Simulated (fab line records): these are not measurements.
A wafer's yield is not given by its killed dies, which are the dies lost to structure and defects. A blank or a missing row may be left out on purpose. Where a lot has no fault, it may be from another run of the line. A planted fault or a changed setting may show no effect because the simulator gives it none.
fab line records + flow nand-harc + part 2 of 2: steps 32 to 42 of 42
[record]
- lots = 5
- wafers = 15
- last-day = 24
route steps=1159 shown P_BONDPAD@386 A_START@389 A_ZERO_WELL@390 A_SOURCE_PLATE@413 A_ONON_D1@424
lots untouched by any fault: they come from a run of this same line in which no faults occurred
start-h: hours from the record's first day to the start of the lot's first wafer shown + wait-h: hours since the lot's step before + " identical to the entry in the row above + L1.1+2: a row that stands for several wafers + - no value, or no start given + * or withheld: withheld + < > ~ a bound
route shown NAME@n: NAME is a module with steps in the file, n the number in the route of the first one + usual: mean and standard deviation over wafers with no fault + same: alike in all rows + chamber/n: place in a boat + sites: readings site by site + _std_site: the standard deviation of these + _edge_site: mean of outer sites minus mean of inner sites + radius-mm: how far each site lies from the wafer's centre + mask NAME#n: copy n + behind: tool/chamber where the wafer was last shaped + hold: reason for holding the lot/hours on hold/outcome of the hold + device: names the non-switching transistor (n, p or np) + end of line: the route-end tests of the same wafers + where a step has no rows: the recipe by itself + killed: the dies lost at the first sort to structure and to defects; this is not the yield of the wafer + map: per-die view of a wafer (x killed, . not killed, _ where there is no die)
set.NAME: setting as actually run; set.NAME@STEP: the setting as run at that earlier step + model.NAME: the simulator's own value behind a step, which no gauge read
lots at some steps of the route; a table a step, a row a wafer
services: a tool's chamber out of use, with start hour (start-h, from the record's first day; less than 0 if before it), hours out, and reason
[[steps]]
[step NHARC_A_SOURCE_PLATE_CVD_03]
[recipe]
- target-thk-a = 2000
- temp-c = 620
- pressure-mtorr = 200
- time-s = 4000
- material = poly-Si
[usual]
- zone-power-lower-pct = 8.1/0.36
| lot.wafer | tool          | chamber | start-h | wait-h | zone-power-lower-pct |
|-----------|---------------|---------|---------|--------|----------------------|
| L076.2    | lpcvd-poly-04 | 0       | 164.86  | -      | 8.6                  |
| L076.4    | "             | 0       | "       | "      | 8.5                  |
| L076.6    | "             | 0       | "       | "      | 8.6                  |
| L078.1    | lpcvd-poly-01 | 0       | 173.63  | -      | 7.8                  |
| L078.2    | "             | 0       | "       | "      | 7.9                  |
| L078.5    | "             | 0       | "       | "      | 7.7                  |
| L088.3    | lpcvd-poly-01 | 0       | 239.42  | -      | 7.8                  |
| L088.5    | "             | 0       | "       | "      | 7.8                  |
| L088.6    | "             | 0       | "       | "      | 7.6                  |
| L094.2    | lpcvd-poly-04 | 0       | 258.93  | -      | 8.5                  |
| L094.4    | "             | 0       | "       | "      | 8.6                  |
| L094.5    | "             | 0       | "       | "      | 8.6                  |
| L095.1    | lpcvd-poly-04 | 0       | 274.67  | -      | 8.6                  |
| L095.2    | "             | 0       | "       | "      | 8.5                  |
| L095.4    | "             | 0       | "       | "      | 8.5                  |
[step NHARC_A_SOURCE_PLATE_ANNEAL_05]
[recipe]
- temp-c = 850
- time-s = 1800
[usual]
- tube_center_temp_C_max = 852.2/0.35
- zone-power-lower-pct = 15.9/0.68
| lot.wafer | tool       | chamber | start-h | wait-h | tube_center_temp_C_max | zone-power-lower-pct |
|-----------|------------|---------|---------|--------|------------------------|----------------------|
| L076.2    | furnace-04 | 0       | 171.15  | 3.2    | 852.5                  | 16.6                 |
| L076.4    | "          | 0       | "       | "      | 851.7                  | 16.9                 |
| L076.6    | "          | 0       | "       | "      | 852.4                  | 16.6                 |
| L078.1    | furnace-04 | 0       | 179.96  | 3.3    | 852.3                  | 16.6                 |
| L078.2    | "          | 0       | "       | "      | 852.4                  | 16.9                 |
| L078.5    | "          | 0       | "       | "      | 852.0                  | 16.3                 |
| L088.3    | furnace-04 | 0       | 245.79  | 3.3    | 852.3                  | 16.7                 |
| L088.5    | "          | 0       | "       | "      | 851.7                  | 16.7                 |
| L088.6    | "          | 0       | "       | "      | 852.4                  | 16.6                 |
| L094.2    | furnace-04 | 0       | 265.28  | 3.3    | 851.7                  | 16.5                 |
| L094.4    | "          | 0       | "       | "      | 852.3                  | 16.7                 |
| L094.5    | "          | 0       | "       | "      | 851.7                  | 16.5                 |
| L095.1    | furnace-05 | 0       | 281.60  | 3.8    | 851.9                  | 15.1                 |
| L095.2    | "          | 0       | "       | "      | 851.7                  | 15.4                 |
| L095.4    | "          | 0       | "       | "      | 851.8                  | 15.1                 |
[step NHARC_A_SOURCE_PLATE_THK_MEAS_06]
[recipe]
- thk-meas-gauge = ellipsometry
[usual]
- thk-nm = 200.1/2.3
| lot.wafer | tool          | chamber | start-h | wait-h | thk-nm |
|-----------|---------------|---------|---------|--------|--------|
| L076.2    | film-metro-01 | -       | 175.11  | 0.4    | 196.0  |
| L076.4    | "             | -       | "       | "      | 196.8  |
| L076.6    | "             | -       | "       | "      | 196.9  |
| L078.1    | film-metro-02 | -       | 183.96  | 0.4    | 198.4  |
| L078.2    | "             | -       | "       | "      | 202.5  |
| L078.5    | "             | -       | "       | "      | 199.3  |
| L088.3    | film-metro-02 | -       | 249.74  | 0.4    | 199.5  |
| L088.5    | "             | -       | "       | "      | 198.2  |
| L088.6    | "             | -       | "       | "      | 198.8  |
| L094.2    | film-metro-01 | -       | 269.26  | 0.4    | 199.0  |
| L094.4    | "             | -       | "       | "      | 200.3  |
| L094.5    | "             | -       | "       | "      | 198.8  |
| L095.1    | film-metro-01 | -       | 285.56  | 0.4    | 200.6  |
| L095.2    | "             | -       | "       | "      | 201.4  |
| L095.4    | "             | -       | "       | "      | 201.5  |
[step NHARC_A_SOURCE_PLATE_INSPECT_08]
[usual]
- raw-defect-count = 59/24
| lot.wafer | tool              | chamber | start-h | wait-h | raw-defect-count |
|-----------|-------------------|---------|---------|--------|------------------|
| L076.2    | defect-inspect-02 | -       | 175.17  | 0.0    | 69               |
| L076.4    | "                 | -       | "       | "      | 81               |
| L076.6    | "                 | -       | "       | "      | 53               |
| L078.1    | defect-inspect-01 | -       | 184.02  | 0.0    | 50               |
| L078.2    | "                 | -       | "       | "      | 34               |
| L078.5    | "                 | -       | "       | "      | 57               |
| L088.3    | defect-inspect-01 | -       | 249.81  | 0.0    | 64               |
| L088.5    | "                 | -       | "       | "      | 52               |
| L088.6    | "                 | -       | "       | "      | 79               |
| L094.2    | defect-inspect-02 | -       | 269.33  | 0.0    | 48               |
| L094.4    | "                 | -       | "       | "      | 33               |
| L094.5    | "                 | -       | "       | "      | 43               |
| L095.1    | defect-inspect-02 | -       | 285.64  | 0.0    | 44               |
| L095.2    | "                 | -       | "       | "      | 49               |
| L095.4    | "                 | -       | "       | "      | 65               |
[step NHARC_A_ONON_D1_DEP_00]
[recipe]
- target-thk-a = 10000
- n2-flow-sccm = 2750
- n2o-flow-sccm = 2000
- nh3-flow-sccm = 500
- sih4-flow-sccm = 210
- temp-c = 400
[usual]
- n2-flow-sccm = 2748/9.2
| lot.wafer | tool          | chamber | start-h | wait-h | n2-flow-sccm |
|-----------|---------------|---------|---------|--------|--------------|
| L076.2    | pecvd-onon-03 | 0       | 175.30  | 0.1    | 2743         |
| L076.4    | "             | 0       | "       | "      | 2743         |
| L076.6    | "             | 0       | "       | "      | 2749         |
| L078.1    | pecvd-onon-03 | 0       | 184.09  | 0.1    | 2739         |
| L078.2    | "             | 0       | "       | "      | 2734         |
| L078.5    | "             | 0       | "       | "      | 2743         |
| L088.3    | pecvd-onon-01 | 0       | 249.99  | 0.2    | 2767         |
| L088.5    | "             | 0       | "       | "      | 2757         |
| L088.6    | "             | 0       | "       | "      | 2754         |
| L094.2    | pecvd-onon-01 | 0       | 269.45  | 0.1    | 2767         |
| L094.4    | "             | 0       | "       | "      | 2770         |
| L094.5    | "             | 0       | "       | "      | 2768         |
| L095.1    | pecvd-onon-02 | 0       | 285.71  | 0.1    | 2730         |
| L095.2    | "             | 0       | "       | "      | 2741         |
| L095.4    | "             | 0       | "       | "      | 2738         |
[step NHARC_A_ONON_D1_THK_MEAS_02]
[recipe]
- thk-meas-gauge = ellipsometry
[usual]
- thk-nm = 1001/12
| lot.wafer | tool          | chamber | start-h | wait-h | thk-nm |
|-----------|---------------|---------|---------|--------|--------|
| L076.2    | film-metro-01 | -       | 175.75  | -      | 1004   |
| L076.4    | "             | -       | "       | "      | 1005   |
| L076.6    | "             | -       | "       | "      | 1006   |
| L078.1    | film-metro-02 | -       | 184.60  | -      | 984    |
| L078.2    | "             | -       | "       | "      | 984    |
| L078.5    | "             | -       | "       | "      | 985    |
| L088.3    | film-metro-02 | -       | 250.39  | -      | 996    |
| L088.5    | "             | -       | "       | "      | 995    |
| L088.6    | "             | -       | "       | "      | 994    |
| L094.2    | film-metro-01 | -       | 269.91  | -      | 991    |
| L094.4    | "             | -       | "       | "      | 993    |
| L094.5    | "             | -       | "       | "      | 990    |
| L095.1    | film-metro-02 | -       | 286.21  | -      | 999    |
| L095.2    | "             | -       | "       | "      | 999    |
| L095.4    | "             | -       | "       | "      | 999    |
[step NHARC_A_ONON_D1_DEP_03]
[recipe]
- target-thk-a = 10000
- n2-flow-sccm = 2750
- n2o-flow-sccm = 2000
- nh3-flow-sccm = 500
- sih4-flow-sccm = 210
- temp-c = 400
[usual]
- n2-flow-sccm = 2749/8.1
| lot.wafer | tool          | chamber | start-h | wait-h | n2-flow-sccm |
|-----------|---------------|---------|---------|--------|--------------|
| L076.2    | pecvd-onon-03 | 0       | 175.86  | 0.1    | 2744         |
| L076.4    | "             | 0       | "       | "      | 2752         |
| L076.6    | "             | 0       | "       | "      | 2753         |
| L078.1    | pecvd-onon-02 | 0       | 184.92  | 0.3    | 2737         |
| L078.2    | "             | 0       | "       | "      | 2759         |
| L078.5    | "             | 0       | "       | "      | 2743         |
| L088.3    | pecvd-onon-02 | 0       | 250.56  | 0.2    | 2749         |
| L088.5    | "             | 0       | "       | "      | 2751         |
| L088.6    | "             | 0       | "       | "      | 2758         |
| L094.2    | pecvd-onon-02 | 0       | 270.02  | 0.1    | 2748         |
| L094.4    | "             | 0       | "       | "      | 2753         |
| L094.5    | "             | 0       | "       | "      | 2743         |
| L095.1    | pecvd-onon-03 | 0       | 286.27  | 0.1    | 2752         |
| L095.2    | "             | 0       | "       | "      | 2753         |
| L095.4    | "             | 0       | "       | "      | 2762         |
[step NHARC_A_ONON_D1_THK_MEAS_05]
[recipe]
- thk-meas-gauge = ellipsometry
[usual]
- thk-nm = 998/11
| lot.wafer | tool          | chamber | start-h | wait-h | thk-nm |
|-----------|---------------|---------|---------|--------|--------|
| L076.2    | film-metro-01 | -       | 176.32  | -      | 1002   |
| L076.4    | "             | -       | "       | "      | 1001   |
| L076.6    | "             | -       | "       | "      | 1004   |
| L078.1    | film-metro-01 | -       | 185.45  | -      | 994    |
| L078.2    | "             | -       | "       | "      | 995    |
| L078.5    | "             | -       | "       | "      | 994    |
| L088.3    | film-metro-01 | -       | 250.95  | -      | 1020   |
| L088.5    | "             | -       | "       | "      | 1022   |
| L088.6    | "             | -       | "       | "      | 1022   |
| L094.2    | film-metro-02 | -       | 270.47  | -      | 1008   |
| L094.4    | "             | -       | "       | "      | 1008   |
| L094.5    | "             | -       | "       | "      | 1006   |
| L095.1    | film-metro-02 | -       | 286.80  | -      | 1007   |
| L095.2    | "             | -       | "       | "      | 1007   |
| L095.4    | "             | -       | "       | "      | 1009   |
[step NHARC_A_ONON_D1_DEP_06]
[recipe]
- target-thk-a = 10000
- n2-flow-sccm = 2750
- n2o-flow-sccm = 2000
- nh3-flow-sccm = 500
- sih4-flow-sccm = 210
- temp-c = 400
[usual]
- n2-flow-sccm = 2751/8.1
| lot.wafer | tool          | chamber | start-h | wait-h | n2-flow-sccm |
|-----------|---------------|---------|---------|--------|--------------|
| L076.2    | pecvd-onon-03 | 0       | 176.43  | 0.1    | 2760         |
| L076.4    | "             | 0       | "       | "      | 2751         |
| L076.6    | "             | 0       | "       | "      | 2754         |
| L078.1    | pecvd-onon-01 | 0       | 185.51  | 0.1    | 2753         |
| L078.2    | "             | 0       | "       | "      | 2751         |
| L078.5    | "             | 0       | "       | "      | 2753         |
| L088.3    | pecvd-onon-02 | 0       | 251.26  | 0.3    | 2744         |
| L088.5    | "             | 0       | "       | "      | 2764         |
| L088.6    | "             | 0       | "       | "      | 2756         |
| L094.2    | pecvd-onon-02 | 0       | 270.73  | 0.3    | 2740         |
| L094.4    | "             | 0       | "       | "      | 2740         |
| L094.5    | "             | 0       | "       | "      | 2750         |
| L095.1    | pecvd-onon-01 | 0       | 286.86  | 0.1    | 2761         |
| L095.2    | "             | 0       | "       | "      | 2750         |
| L095.4    | "             | 0       | "       | "      | 2750         |
[step NHARC_A_ONON_D1_THK_MEAS_08]
[recipe]
- thk-meas-gauge = ellipsometry
[usual]
- thk-nm = 999/11
| lot.wafer | tool          | chamber | start-h | wait-h | thk-nm |
|-----------|---------------|---------|---------|--------|--------|
| L076.2    | film-metro-01 | -       | 176.89  | -      | 1000   |
| L076.4    | "             | -       | "       | "      | 999    |
| L076.6    | "             | -       | "       | "      | 1000   |
| L078.1    | film-metro-02 | -       | 186.02  | -      | 1002   |
| L078.2    | "             | -       | "       | "      | 1003   |
| L078.5    | "             | -       | "       | "      | 1002   |
| L088.3    | film-metro-01 | -       | 251.65  | -      | 1006   |
| L088.5    | "             | -       | "       | "      | 1007   |
| L088.6    | "             | -       | "       | "      | 1004   |
| L094.2    | film-metro-02 | -       | 271.18  | -      | 1015   |
| L094.4    | "             | -       | "       | "      | 1015   |
| L094.5    | "             | -       | "       | "      | 1016   |
| L095.1    | film-metro-02 | -       | 287.36  | -      | 986    |
| L095.2    | "             | -       | "       | "      | 987    |
| L095.4    | "             | -       | "       | "      | 987    |
[step NHARC_A_ONON_D1_DEP_09]
[recipe]
- target-thk-a = 10000
- n2-flow-sccm = 2750
- n2o-flow-sccm = 2000
- nh3-flow-sccm = 500
- sih4-flow-sccm = 210
- temp-c = 400
[usual]
- n2-flow-sccm = 2749/9.7
| lot.wafer | tool          | chamber | start-h | wait-h | n2-flow-sccm |
|-----------|---------------|---------|---------|--------|--------------|
| L076.2    | pecvd-onon-03 | 0       | 177.00  | 0.1    | 2763         |
| L076.4    | "             | 0       | "       | "      | 2760         |
| L076.6    | "             | 0       | "       | "      | 2757         |
| L078.1    | pecvd-onon-02 | 0       | 186.08  | 0.1    | 2747         |
| L078.2    | "             | 0       | "       | "      | 2735         |
| L078.5    | "             | 0       | "       | "      | 2746         |
| L088.3    | pecvd-onon-02 | 0       | 251.96  | 0.3    | 2745         |
| L088.5    | "             | 0       | "       | "      | 2740         |
| L088.6    | "             | 0       | "       | "      | 2751         |
| L094.2    | pecvd-onon-02 | 0       | 271.43  | 0.2    | 2755         |
| L094.4    | "             | 0       | "       | "      | 2758         |
| L094.5    | "             | 0       | "       | "      | 2755         |
| L095.1    | pecvd-onon-02 | 0       | 287.42  | 0.1    | 2753         |
| L095.2    | "             | 0       | "       | "      | 2755         |
| L095.4    | "             | 0       | "       | "      | 2767         |
[[services]]
| tool           | chamber | start-h | hours | kind   |
|----------------|---------|---------|-------|--------|
| wet-bench-06   | -       | 129.60  | 8.0   | pm     |
| implanter-01   | -       | 133.21  | 1.9   | repair |
| wet-bench-05   | -       | 138.80  | 8.0   | pm     |
| krf-scanner-02 | -       | 142.97  | 2.0   | repair |
| wet-bench-03   | -       | 148.84  | 8.0   | pm     |
| implanter-02   | -       | 151.60  | 1.6   | repair |
| pecvd-onon-03  | -       | 153.17  | 13.0  | pm     |
| krf-scanner-02 | -       | 154.02  | 0.8   | repair |
| implanter-01   | -       | 155.92  | 2.4   | repair |
| rie-diel-04    | 3       | 162.47  | 14.1  | repair |
| rie-diel-05    | -       | 163.60  | 9.0   | pm     |
| litho-track-02 | -       | 165.00  | 7.0   | pm     |
| krf-scanner-04 | -       | 171.89  | 7.4   | repair |
| wet-bench-02   | -       | 180.00  | 8.0   | pm     |
| implanter-02   | -       | 180.97  | 2.7   | repair |
| wet-bench-08   | -       | 182.48  | 0.9   | repair |
| litho-track-07 | -       | 189.00  | 7.0   | pm     |
| rie-diel-11    | -       | 189.53  | 9.0   | pm     |
| pecvd-onon-01  | -       | 195.29  | 13.0  | pm     |
| litho-track-03 | -       | 213.00  | 7.0   | pm     |
| wet-bench-08   | -       | 230.40  | 8.0   | pm     |
| rie-diel-04    | 2       | 242.42  | 7.1   | repair |
| rie-diel-05    | -       | 250.52  | 0.4   | repair |
| pvd-sputter-03 | -       | 280.00  | 10.0  | pm     |
